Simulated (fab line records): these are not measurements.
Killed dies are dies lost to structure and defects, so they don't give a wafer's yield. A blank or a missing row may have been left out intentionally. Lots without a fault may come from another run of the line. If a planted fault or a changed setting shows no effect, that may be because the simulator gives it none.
Chamber matching / flow nand harc / NHARC_A_CHANNEL_HOLE_D1_DESCUM_15 on rie diel-02: 4 sister chambers
The step chemistry O2, time 3 s. 20 wafers are shown with their chamber, then 10 later ones without.

## WAFERS PAIRED WITH THEIR CHAMBERS
wafer=L074.3; chamber=2; showerhead plenum p Torr (Torr)=1.91; oes product au (a.u.)=1.007; rf vpp V (V)=57.5
wafer=L074.4; chamber=3; showerhead plenum p Torr (Torr)=2.04; oes product au (a.u.)=0.988; rf vpp V (V)=58.5
wafer=L074.6; chamber=1; showerhead plenum p Torr (Torr)=1.79; oes product au (a.u.)=0.997; rf vpp V (V)=57.7
wafer=L079.1; chamber=1; showerhead plenum p Torr (Torr)=1.79; oes product au (a.u.)=1.009; rf vpp V (V)=56.9
wafer=L079.5; chamber=0; showerhead plenum p Torr (Torr)=1.94; oes product au (a.u.)=0.996; rf vpp V (V)=57.4
wafer=L079.6; chamber=3; showerhead plenum p Torr (Torr)=2.04; oes product au (a.u.)=0.987; rf vpp V (V)=57.6
wafer=L080.1; chamber=3; showerhead plenum p Torr (Torr)=2.04; oes product au (a.u.)=0.996; rf vpp V (V)=58.5
wafer=L080.2; chamber=1; showerhead plenum p Torr (Torr)=1.79; oes product au (a.u.)=1.004; rf vpp V (V)=56.6
wafer=L080.3; chamber=1; showerhead plenum p Torr (Torr)=1.79; oes product au (a.u.)=1.016; rf vpp V (V)=55.7
wafer=L082.1; chamber=1; showerhead plenum p Torr (Torr)=1.78; oes product au (a.u.)=1.001; rf vpp V (V)=57.4
wafer=L082.3; chamber=2; showerhead plenum p Torr (Torr)=1.91; oes product au (a.u.)=0.992; rf vpp V (V)=58.5
wafer=L082.6; chamber=2; showerhead plenum p Torr (Torr)=1.91; oes product au (a.u.)=0.998; rf vpp V (V)=57.5
wafer=L084.1; chamber=2; showerhead plenum p Torr (Torr)=1.91; oes product au (a.u.)=1.003; rf vpp V (V)=56.8
wafer=L084.4; chamber=3; showerhead plenum p Torr (Torr)=2.04; oes product au (a.u.)=0.993; rf vpp V (V)=58.2
wafer=L084.5; chamber=2; showerhead plenum p Torr (Torr)=1.91; oes product au (a.u.)=1.007; rf vpp V (V)=57.9
wafer=L085.1; chamber=1; showerhead plenum p Torr (Torr)=1.78; oes product au (a.u.)=0.996; rf vpp V (V)=56.8
wafer=L085.2; chamber=3; showerhead plenum p Torr (Torr)=2.04; oes product au (a.u.)=0.990; rf vpp V (V)=59.3
wafer=L085.4; chamber=2; showerhead plenum p Torr (Torr)=1.91; oes product au (a.u.)=0.993; rf vpp V (V)=58.0
wafer=L088.1; chamber=3; showerhead plenum p Torr (Torr)=2.04; oes product au (a.u.)=0.994; rf vpp V (V)=57.8
wafer=L088.3; chamber=2; showerhead plenum p Torr (Torr)=1.91; oes product au (a.u.)=0.998; rf vpp V (V)=56.5

SIGNATURES (means of the wafers above)
reading=showerhead plenum p Torr; chamber 0=1.9400; chamber 1=1.7867; chamber 2=1.9100; chamber 3=2.0400; scatter within a chamber=0.00289
reading=oes product au; chamber 0=0.99600; chamber 1=1.00383; chamber 2=0.99971; chamber 3=0.99133; scatter within a chamber=0.00603
reading=rf vpp V; chamber 0=57.400; chamber 1=56.850; chamber 2=57.529; chamber 3=58.317; scatter within a chamber=0.668
Rule: a wafer lies at a distance from a chamber equal to the root of the sum of squares, over the readings, of (its reading less the chamber's mean, divided by the reading's scatter). If the next closest chamber is less than 2 further off than the closest, the wafer can't be placed; otherwise it belongs to the closest. The scatter is the square root of a quotient: the sum, over the shown wafers, of each reading's squared deviation from its chamber's mean, divided by wafers minus chambers.

## WAFERS MISSING THEIR CHAMBER
wafer=L088.5; showerhead plenum p Torr (Torr)=1.78; oes product au (a.u.)=1.007; rf vpp V (V)=56.6
wafer=L090.1; showerhead plenum p Torr (Torr)=1.78; oes product au (a.u.)=1.010; rf vpp V (V)=57.4
wafer=L090.2; showerhead plenum p Torr (Torr)=2.04; oes product au (a.u.)=0.995; rf vpp V (V)=58.2
wafer=L090.6; showerhead plenum p Torr (Torr)=1.91; oes product au (a.u.)=1.007; rf vpp V (V)=60.0
wafer=L092.4; showerhead plenum p Torr (Torr)=1.78; oes product au (a.u.)=1.004; rf vpp V (V)=57.7
wafer=L092.5; showerhead plenum p Torr (Torr)=1.91; oes product au (a.u.)=0.992; rf vpp V (V)=58.9
wafer=L092.6; showerhead plenum p Torr (Torr)=2.04; oes product au (a.u.)=0.987; rf vpp V (V)=57.6
wafer=L095.2; showerhead plenum p Torr (Torr)=2.04; oes product au (a.u.)=0.995; rf vpp V (V)=59.6
wafer=L095.4; showerhead plenum p Torr (Torr)=1.94; oes product au (a.u.)=1.003; rf vpp V (V)=58.8
wafer=L095.6; showerhead plenum p Torr (Torr)=1.91; oes product au (a.u.)=1.011; rf vpp V (V)=57.4

## THE CHAMBER EACH PASSED THROUGH
wafer=L088.5; from the rows above=1; in truth=1
wafer=L090.1; from the rows above=1; in truth=1
wafer=L090.2; from the rows above=3; in truth=3
wafer=L090.6; from the rows above=2; in truth=2
wafer=L092.4; from the rows above=1; in truth=1
wafer=L092.5; from the rows above=2; in truth=2
wafer=L092.6; from the rows above=3; in truth=3
wafer=L095.2; from the rows above=3; in truth=3
wafer=L095.4; from the rows above=0; in truth=0
wafer=L095.6; from the rows above=2; in truth=2
Correctly placed: 10 of 10. Not placeable from these rows: 0. 0 placed wrongly.
